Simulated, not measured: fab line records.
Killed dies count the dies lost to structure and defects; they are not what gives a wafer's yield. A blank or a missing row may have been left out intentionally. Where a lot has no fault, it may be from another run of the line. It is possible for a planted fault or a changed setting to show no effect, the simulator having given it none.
Chamber matching | flow n5-finfet | N5_BEOL_M10_ETCH_65 on rie-diel-04: 4 sister chambers
The step etches SiARC in CF4, target depth 39 nm, time 65 s. 22 wafers are shown with their chamber, then 11 later ones without.

## WAFERS, EACH WITH ITS CHAMBER
wafer  | chamber | drypump-motor-current-A (A) | showerhead-plenum-p-Torr (Torr) | throttle-valve-pct (%)
L074.2 | 2       | 5.9                         | 2.12                            | 15.73
L074.4 | 0       | 6.0                         | 2.18                            | 15.12
L074.6 | 2       | 5.9                         | 2.12                            | 15.72
L076.3 | 1       | 6.2                         | 2.20                            | 16.03
L076.4 | 3       | 5.5                         | 2.19                            | 15.19
L076.5 | 0       | 6.1                         | 2.18                            | 15.13
L077.1 | 0       | 6.1                         | 2.18                            | 15.14
L077.5 | 3       | 5.5                         | 2.18                            | 15.21
L077.6 | 2       | 5.9                         | 2.11                            | 15.73
L079.1 | 3       | 5.5                         | 2.18                            | 15.22
L079.2 | 2       | 5.9                         | 2.11                            | 15.76
L079.3 | 0       | 6.1                         | 2.18                            | 15.16
L081.2 | 0       | 6.1                         | 2.18                            | 15.18
L081.3 | 3       | 5.5                         | 2.18                            | 15.23
L081.4 | 2       | 5.9                         | 2.11                            | 15.76
L087.1 | 0       | 6.0                         | 2.17                            | 15.22
L087.2 | 3       | 5.5                         | 2.17                            | 15.28
L087.5 | 3       | 5.5                         | 2.17                            | 15.28
L089.2 | 2       | 5.9                         | 2.11                            | 15.28
L089.3 | 0       | 6.1                         | 2.17                            | 15.22
L089.5 | 3       | 5.5                         | 2.17                            | 15.27
L092.3 | 3       | 5.5                         | 2.17                            | 15.28

SIGNATURES (averages over the wafers above)
reading                  | chamber 0 | chamber 1 | chamber 2 | chamber 3 | scatter within a chamber
drypump-motor-current-A  | 6.071     | 6.200     | 5.900     | 5.500     | 0.0282
showerhead-plenum-p-Torr | 2.1771    | 2.2000    | 2.1133    | 2.1763    | 0.00607
throttle-valve-pct       | 15.1671   | 16.0300   | 15.6633   | 15.2450   | 0.105
Rule: distance of a wafer from a chamber = root of the sum over the readings of ((wafer's reading minus chamber's mean) / reading's scatter) squared. The wafer belongs to the nearest chamber; if the next one is less than 2 further off, it can't be placed. The scatter is the square root of a quotient: the sum, over the shown wafers, of each reading's squared deviation from its chamber's mean, divided by wafers minus chambers.

## WAFERS WITHOUT THEIR CHAMBER
wafer  | drypump-motor-current-A (A) | showerhead-plenum-p-Torr (Torr) | throttle-valve-pct (%)
L092.4 | 6.0                         | 2.17                            | 15.22
L092.5 | 5.9                         | 2.11                            | 15.30
L096.1 | 6.2                         | 2.19                            | 15.64
L096.2 | 6.1                         | 2.16                            | 15.22
L096.4 | 5.5                         | 2.17                            | 15.30
L095.2 | 5.5                         | 2.17                            | 15.30
L095.3 | 6.2                         | 2.19                            | 15.62
L095.6 | 6.1                         | 2.16                            | 15.24
L097.1 | 6.2                         | 2.19                            | 15.64
L097.2 | 5.5                         | 2.17                            | 15.31
L097.4 | 6.1                         | 2.16                            | 15.24

## THE CHAMBER EACH PASSED THROUGH
wafer  | from the rows above | in truth
L092.4 | 0                   | 0
L092.5 | 2                   | 2
L096.1 | 1                   | 1
L096.2 | 0                   | 0
L096.4 | 3                   | 3
L095.2 | 3                   | 3
L095.3 | 1                   | 1
L095.6 | 0                   | 0
L097.1 | 1                   | 1
L097.2 | 3                   | 3
L097.4 | 0                   | 0
Correctly placed: 11 of 11. Not placeable from these rows: 0. Wrongly placed: 0.
